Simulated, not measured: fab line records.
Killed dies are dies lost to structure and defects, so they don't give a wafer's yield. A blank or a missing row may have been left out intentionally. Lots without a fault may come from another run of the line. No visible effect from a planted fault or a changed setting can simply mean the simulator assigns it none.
Chamber matching | flow n5_finfet | N5_BEOL_M1_ALD_98 on ald_sin-02: 4 sister chambers
The step deposits SiO2, target thk 2.5 nm, pulse time 1 s, co reactant pulse time 1 s. 4 wafers are shown with their chamber, then 8 later ones without.

== WAFERS PAIRED WITH THEIR CHAMBERS ==
wafer  | chamber | heater_power_w (W)
L082.1 | 2       | 76
L085.3 | 1       | 71
L085.5 | 3       | 74
L089.3 | 0       | 65

== WAFERS WITH NO CHAMBER GIVEN ==
wafer  | heater_power_w (W)
L089.4 | 73
L089.6 | 73
L092.2 | 66
L092.4 | 71
L092.5 | 67
L093.2 | 72
L093.3 | 72
L093.4 | 74

== EACH ONE'S CHAMBER ==
wafer  | from the rows above          | in truth
L089.4 | can't be placed: 3 or 1 or 2 | 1
L089.6 | can't be placed: 3 or 1 or 2 | 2
L092.2 | 0                            | 0
L092.4 | 1                            | 1
L092.5 | can't be placed: 0 or 1      | 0
L093.2 | can't be placed: 1 or 3      | 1
L093.3 | can't be placed: 1 or 3      | 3
L093.4 | can't be placed: 3 or 2      | 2
Placed correctly: 2 of 8. From these rows, 6 cannot be placed; in 6 the true chamber is one of the candidates. Number placed wrongly: 0.
How it was worked out, from the rows above alone: a wafer's distance from a chamber is the root of the sum, over the readings, of the square of ((its reading less the chamber's mean) divided by the reading's scatter). The wafer belongs to the nearest chamber; if the next one is less than 2 further off, it can't be placed. A chamber's mean is the mean of its shown wafers. The scatter: root of mean squared gap, hidden wafer to nearest shown wafer, with one shown wafer a chamber.
